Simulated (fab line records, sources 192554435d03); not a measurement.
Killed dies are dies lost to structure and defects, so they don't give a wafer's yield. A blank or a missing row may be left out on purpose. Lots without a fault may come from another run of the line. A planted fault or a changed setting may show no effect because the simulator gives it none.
fab line records | flow n5_finfet
record lots=11 wafers=31 last_day=18
route steps=1938 shown BEOL_M6@1231 PASSIVATION@1936
lots that met no fault: from a run of the same line without faults
start_h: hours from the record's first day to the start of the lot's first wafer shown | wait_h: hours since the lot's step before | " the same as in the row above | L1.1+2: a row that stands for several wafers | - no value, or no start given | * or withheld: withheld | < > ~ a bound
route shown NAME@n: a module of which the file shows steps, and the number in the route of the first | usual: mean/standard deviation of fault-free wafers | same: alike in all rows | chamber/n: place in a boat | sites: the reading at each site | _std_site: their standard deviation | _edge_site: outer sites' mean less inner sites' | radius_mm: how far each site lies from the wafer's centre | mask NAME#n: copy n | behind: the tool/chamber that last shaped the wafer | hold: why the lot was held/for how many hours/how that ended | device: the transistor (n, p or np) that didn't switch | end of line: the same wafers' tests at the end of the route | a step without rows: its recipe alone | killed: dies lost to structure and defects at the first sort, not the wafer's yield | map: a wafer's dies, x killed, . not, _ none there
set.NAME: the setting as run; set.NAME@STEP: as run at that earlier step | model.NAME: the simulator's own value behind a step, which no gauge read
steps of the route over a sample of lots; a table a step, a row a wafer
services: from which hour (start_h, from the record's first day; less than 0 if before it) a tool's chamber was out of use, for how many hours, and why
## steps
# step N5_BEOL_M6_ETCH_72
# recipe chemistry=N2/H2 target=underlayer target_depth_a=65 mask_material=CAR-EUV time_s=5.2 ion_energy_ev=200 pressure_mtorr=30 source_w=840 bias_w=150 n2_flow_sccm=200 h2_flow_sccm=200 ends=cleared
# usual drypump_motor_current_A=5.9/0.42 etch_rf_on_time_s=5.17/0.061 oes_product_au=0.69/0.08 rf_vpp_V=523.6/2.5 showerhead_plenum_p_Torr=2.53/0.083 throttle_valve_pct=17.72/0.22
# columns lot.wafer tool chamber start_h wait_h drypump_motor_current_A etch_rf_on_time_s oes_product_au rf_hours_counter_h rf_vpp_V showerhead_plenum_p_Torr throttle_valve_pct
L752.2 rie_diel-02 1 186.21 0.0 4.8 5.21 0.59 232 519.4 2.41 17.90
L752.3 " 2 " " 5.6 5.22 0.79 17 524.4 2.60 17.94
L752.6 " 1 " " 4.8 5.20 0.59 - 519.4 2.41 17.89
L755.2 rie_diel-03 3 190.15 0.0 6.3 5.25 0.59 248 523.3 2.51 18.25
L755.3 " 1 " " 5.8 5.15 0.62 208 526.6 2.63 17.82
L755.4 " 2 " " 6.4 5.11 0.62 - 522.1 2.42 17.77
L756.1 rie_diel-02 3 203.99 0.0 5.8 5.22 0.68 101 522.7 2.56 17.80
L756.2 " 2 " " 5.6 5.21 0.78 22 524.9 2.59 17.92
L756.5 " 1 " " 4.9 5.21 0.58 - 520.3 2.41 17.91
L757.2 rie_diel-01 3 210.93 0.0 6.2 5.16 0.71 63 527.8 2.68 17.56
L757.4 " 1 " " 5.9 5.06 0.74 45 523.8 2.48 17.70
L757.5 " 1 " " 5.9 5.08 0.75 - 524.9 2.48 17.72
L760.3 rie_diel-02 2 219.91 0.0 5.6 5.21 0.78 28 523.8 2.59 17.95
L760.5 " 0 " " 5.5 5.14 0.68 - 523.6 2.55 17.54
L764.3 rie_diel-03 3 245.33 0.0 6.3 5.08 0.83 5 523.2 2.51 17.85
L764.5 " 3 " " 6.3 5.11 0.82 - 521.0 2.51 17.86
L765.2 rie_diel-01 0 258.64 0.0 6.3 5.17 0.74 33 524.6 2.59 17.33
L765.4 " 1 " " 5.9 5.15 0.72 62 522.2 2.47 17.73
L765.5 " 1 " " 5.9 5.22 0.71 - 520.9 2.47 17.72
L769.1 rie_diel-03 1 274.62 0.0 5.8 5.15 0.59 241 527.5 2.61 17.88
L769.4 " 0 " " 6.3 5.19 0.75 29 521.8 2.49 17.37
L769.5 " 2 " " 6.4 5.13 0.59 - 517.6 2.40 17.84
L773.2 rie_diel-01 3 320.14 0.0 6.2 5.13 0.68 99 526.1 2.67 17.66
L773.4 " 2 " " 5.6 5.15 0.61 231 523.9 2.51 17.72
L773.6 " 2 " " 5.6 5.14 0.61 - 521.3 2.51 17.72
L774.1 rie_diel-01 2 334.53 0.0 5.6 5.11 0.62 235 521.2 2.51 17.71
L774.5 " 1 " " 5.9 5.08 0.70 - 519.6 2.46 17.77
L774.6 " 0 " " 6.2 5.06 0.73 - 523.5 2.58 17.40
L775.1 rie_diel-03 3 334.67 0.0 6.3 5.14 0.75 37 522.8 2.49 17.91
L775.3 " 1 " " 5.8 5.14 0.81 7 525.3 2.61 17.51
L775.5 " 1 " " 5.8 5.17 0.80 - 526.1 2.61 17.50
# step N5_BEOL_M6_ETCH_41
# recipe chemistry=CH3F/O2 target=SiCN target_depth_a=297 taper_deg=2 time_s=52 ion_energy_ev=120 mask_material=TiN pressure_mtorr=30 source_w=395 bias_w=75 Ar_flow_sccm=150 CH3F_flow_sccm=30 O2_flow_sccm=20
# usual drypump_motor_current_A=5.9/0.42 oes_product_au=0.81/0.094 rf_vpp_V=297.1/1.6 showerhead_plenum_p_Torr=1.99/0.066 throttle_valve_pct=16.17/0.24
# columns lot.wafer tool chamber start_h wait_h drypump_motor_current_A oes_product_au rf_hours_counter_h rf_vpp_V showerhead_plenum_p_Torr throttle_valve_pct
L752.2 rie_diel-02 1 - - 4.8 0.69 232 294.8 1.89 16.28
L752.3 " 2 " " 5.6 0.94 17 299.9 2.04 16.43
L752.6 " 1 " " 4.8 0.69 - 295.6 1.89 16.29
L755.2 rie_diel-03 3 - - 6.3 0.69 248 296.7 1.98 16.70
L755.3 " 1 " " 5.8 0.72 208 298.7 2.06 16.31
L755.4 " 2 " " 6.4 0.72 - 295.4 1.90 16.27
L756.1 rie_diel-02 3 - - 5.9 0.79 101 299.0 2.02 16.37
L756.2 " 2 " " 5.6 0.92 22 297.8 2.04 16.44
L756.5 " 1 " " 4.8 0.69 - 295.7 1.89 16.29
L757.2 rie_diel-01 3 - - 6.2 0.83 63 298.1 2.11 16.02
L757.4 " 1 " " 5.9 0.86 45 295.5 1.95 16.07
L757.5 " 1 " " 5.9 0.87 - 295.6 1.95 16.07
L760.3 rie_diel-02 2 - - 5.6 0.91 28 299.1 2.04 16.46
L760.5 " 0 " " 5.5 0.78 - 296.9 2.01 15.96
L764.3 rie_diel-03 3 - - 6.3 0.97 5 298.4 1.97 16.23
L764.5 " 3 " " 6.3 0.97 - 297.8 1.98 16.22
L765.2 rie_diel-01 0 - - 6.2 0.89 33 297.1 2.04 15.81
L765.4 " 1 " " 5.9 0.84 62 296.5 1.94 16.11
L765.5 " 1 " " 5.8 0.85 - 295.9 1.94 16.11
L769.1 rie_diel-03 1 - - 5.8 0.68 242 298.5 2.05 16.35
L769.4 " 0 " " 6.3 0.88 29 296.5 1.95 15.80
L769.5 " 2 " " 6.4 0.69 - 295.3 1.89 16.32
L773.2 rie_diel-01 3 - - 6.2 0.79 99 298.4 2.10 16.08
L773.4 " 2 " " 5.6 0.71 231 295.6 1.98 16.17
L773.6 " 2 " " 5.6 0.72 - 297.8 1.98 16.19
L774.1 rie_diel-01 2 - - 5.6 0.72 235 298.0 1.98 16.18
L774.5 " 1 " " 5.9 0.81 - 295.5 1.93 16.17
L774.6 " 0 " " 6.2 0.85 - 298.6 2.03 15.86
L775.1 rie_diel-03 3 - - 6.3 0.88 38 295.4 1.96 16.30
L775.3 " 1 " " 5.8 0.95 7 299.5 2.05 15.92
L775.5 " 1 " " 5.8 0.96 - 297.5 2.05 15.94
# step N5_BEOL_M6_ALD_77
# recipe material=TaN target_thk_a=20 temp_c=275 ald_precursor_family=PDMAT ald_co_reactant=NH3 pressure_torr=3 carrier_flow_sccm=1500 pulse_time_s=2 purge_time_s=3 co_reactant_purge_time_s=2 co_reactant_pulse_time_s=3 ald_cycles=40 precursor_vessel_temp_c=75 precursor_vessel_pressure_torr=26.25 precursor_vessel_carrier_sccm=1000
# usual heater_power_w=436/54 precursor_vessel_carrier_sccm=1000.1/2.9
# columns lot.wafer tool chamber start_h wait_h heater_power_w precursor_vessel_carrier_sccm since_wet_clean_h
L752.2 ald_metal-02 1 187.53 0.0 408 994.9 4466
L752.3 " 2 " " 356 999.7 4466
L752.6 " 1 " " 418 1003.0 -
L755.2 ald_metal-04 2 191.28 0.0 444 1001.4 1393
L755.3 " 0 " " 449 1003.0 1393
L755.4 " 3 " " 515 998.3 1393
L756.1 ald_metal-01 3 206.97 0.0 347 1002.6 2947
L756.2 " 2 " " 441 994.8 2947
L756.5 " 3 " " 346 1006.1 -
L757.2 ald_metal-01 3 213.14 0.1 338 1006.1 2953
L757.4 " 1 " " 529 1003.9 -
L757.5 " 3 " " 352 1005.0 -
L760.3 ald_metal-04 1 221.22 0.0 459 998.3 1423
L760.5 " 0 " " 457 997.8 -
L764.3 ald_metal-04 2 246.93 0.0 441 999.0 1448
L764.5 " 3 " " 520 1001.9 -
L765.2 ald_metal-02 2 259.90 0.0 353 1000.3 4538
L765.4 " 3 " " 396 998.0 4538
L765.5 " 2 " " 356 1002.6 -
L769.1 ald_metal-02 2 275.78 0.0 356 1001.8 4554
L769.4 " 0 " " 442 1004.6 4554
L769.5 " 0 " " 442 996.4 -
L773.2 ald_metal-01 3 321.77 0.1 352 1000.4 3062
L773.4 " 1 " " 523 1003.8 3062
L773.6 " 3 " " 347 997.5 -
L774.1 ald_metal-04 0 335.88 0.1 445 1000.3 1537
L774.5 " 0 " " 454 997.6 -
L774.6 " 1 " " 455 998.1 -
L775.1 ald_metal-04 3 336.98 0.3 508 1003.6 1538
L775.3 " 2 " " 444 995.3 1538
L775.5 " 2 " " 448 1001.5 -
# step N5_BEOL_M6_CVD_78
# recipe material=Co target_thk_a=20 temp_c=withheld precursor=CCTBA/H2 pressure_torr=30 time_s=142.3
# usual run_length_s=165.6/0.45
# columns lot.wafer tool chamber start_h wait_h run_length_s since_wet_clean_h
L752.2 cvd_co-02 0 188.37 0.3 165.4 948
L752.3 " 2 " " 165.4 489
L752.6 " 1 " " 165.7 -
L755.2 cvd_co-01 1 191.71 0.0 165.2 1170
L755.3 " 0 " " 165.8 733
L755.4 " 0 " " 166.3 -
L756.1 cvd_co-02 0 207.55 0.3 165.0 968
L756.2 " 2 " " 165.5 508
L756.5 " 0 " " 165.0 -
L757.2 cvd_co-01 2 213.61 0.0 166.4 296
L757.4 " 0 " " 166.0 -
L757.5 " 2 " " 166.3 -
L760.3 cvd_co-01 0 221.60 0.1 261.1 763
L760.5 " 2 " " 261.1 -
L764.3 cvd_co-01 2 247.28 0.0 261.7 329
L764.5 " 0 " " 261.0 -
L765.2 cvd_co-01 2 260.47 0.0 166.1 342
L765.4 " 2 " " 165.7 -
L765.5 " 1 " " 260.5 -
L769.1 cvd_co-02 2 276.26 0.1 165.6 577
L769.4 " 1 " " 165.8 -
L769.5 " 2 " " 165.5 -
L773.2 cvd_co-01 0 322.29 0.0 165.9 864
L773.4 " 2 " " 165.7 -
L773.6 " 0 " " 165.7 -
L774.1 cvd_co-01 0 336.50 0.1 165.9 878
L774.5 " 2 " " 165.9 -
L774.6 " 0 " " 165.6 -
L775.1 cvd_co-01 0 338.19 0.3 166.0 880
L775.3 " 0 " " 165.6 -
L775.5 " 2 " " 165.8 -
# step N5_PASSIVATION_PROBE_49
# usual defect_limited_yield=91.4/1.5 killed_at_M0_to_M3=31/11 killed_at_M4_up=13/5.5 killed_at_contacts=13/6.3 killed_at_front_end=40/13 killed_at_other=3.3/2.6 killed_dies=101/18 killed_open=67/13 killed_short=33/7.9 sort_bin_5_function=5.1/1 sort_bin_6_memory=3.2/0.68 sort_n_pass=1079/18 sort_yield_pct=91.4/1.5
# same gross_dies=1180 killed_at_back_side=0 sort_bin_4_leakage[%]=0 sort_bin_8_speed[%]=0
# columns lot.wafer tool chamber start_h wait_h defect_limited_yield[%] killed_at_M0_to_M3 killed_at_M4_up killed_at_contacts killed_at_front_end killed_at_other killed_dies killed_open killed_short sort_bin_5_function[%] sort_bin_6_memory[%] sort_n_pass sort_yield_pct[%]
L760.3 prober-02 - 297.86 0.1 92.4 22 15 9 43 1 90 64 26 4.8 2.5 1090 92.4
L760.5 prober-02 - 297.96 0.2 90.6 39 17 9 44 2 111 67 43 5.1 4.2 1069 90.6
# killed by level:class
L760.3 STI_FIN_REVEAL:geometric_particle:open=18 MOL_CONTACT_COAG:geometric_particle:open=6 BEOL_M1:geometric_particle:open=6 BEOL_M4:geometric_particle:open=6 STI_FIN_REVEAL:geometric_particle:short=4 GATE_CUT:geometric_particle:short=4 BEOL_M0_SAQP:geometric_particle:open=4 FIN_SAQP:geometric_particle:open=3
L760.5 FIN_SAQP:geometric_particle:short=17 STI_FIN_REVEAL:geometric_particle:open=10 BEOL_M2:geometric_particle:open=9 BEOL_M3:geometric_particle:open=9 MOL_CONTACT_COAG:geometric_particle:open=7 BEOL_M1:geometric_particle:open=7 FIN_SAQP:geometric_particle:open=5 BEOL_M4:geometric_particle:open=5
## services
# columns tool chamber start_h hours kind
cvd_co-02 0 164.38 13.9 repair
rie_diel-03 0 165.62 14.4 repair
cvd_co-01 - 168.86 1.6 repair
rie_diel-01 1 172.82 7.6 repair
cvd_co-02 - 174.31 6.0 pm
rie_diel-02 0 174.77 2.9 repair
rie_diel-03 0 180.07 - clean
rie_diel-03 0 180.07 - consumable_replace:focus_ring
rie_diel-03 0 180.07 19.5 scheduled_down
rie_diel-03 0 180.07 19.5 vent_cycle
cvd_co-01 - 183.26 5.3 repair
rie_diel-03 3 199.55 - clean
rie_diel-03 3 199.55 - consumable_replace:focus_ring
rie_diel-03 3 199.55 31.3 scheduled_down
rie_diel-03 3 199.55 31.3 vent_cycle
ald_metal-01 0 212.99 3.4 repair
cvd_co-02 - 225.46 0.6 repair
rie_diel-01 3 225.93 4.2 repair
ald_metal-02 1 229.45 7.2 repair
ald_metal-02 0 296.44 26.8 repair
rie_diel-03 - 297.60 0.3 repair
rie_diel-03 2 307.14 2.8 repair
ald_metal-01 0 312.69 5.3 repair
rie_diel-01 - 326.39 2.8 pm
## key
first_sign step=N5_BEOL_M6_CVD_78 reading=run_length_s direction=up sigmas=99+ usual=* struck=*
effect none on later readings
met_at N5_BEOL_M6_CVD_78
struck_lots L760,L764,L765
struck_wafers L760.3,L760.5,L764.3,L764.5,L765.5
not_acting_at N5_BEOL_M6_ETCH_72,N5_BEOL_M6_ETCH_41,N5_BEOL_M6_ALD_77
onset_between 213.61 221.60
fault kind=process_parameter_drift tool=cvd_co-01 chamber=- onset_h=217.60 steps=N5_BEOL_M6_CVD_78 channel=time_s offset=* shape=step end_h=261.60 scope=struck_wafers_only acts_in=* stated=*
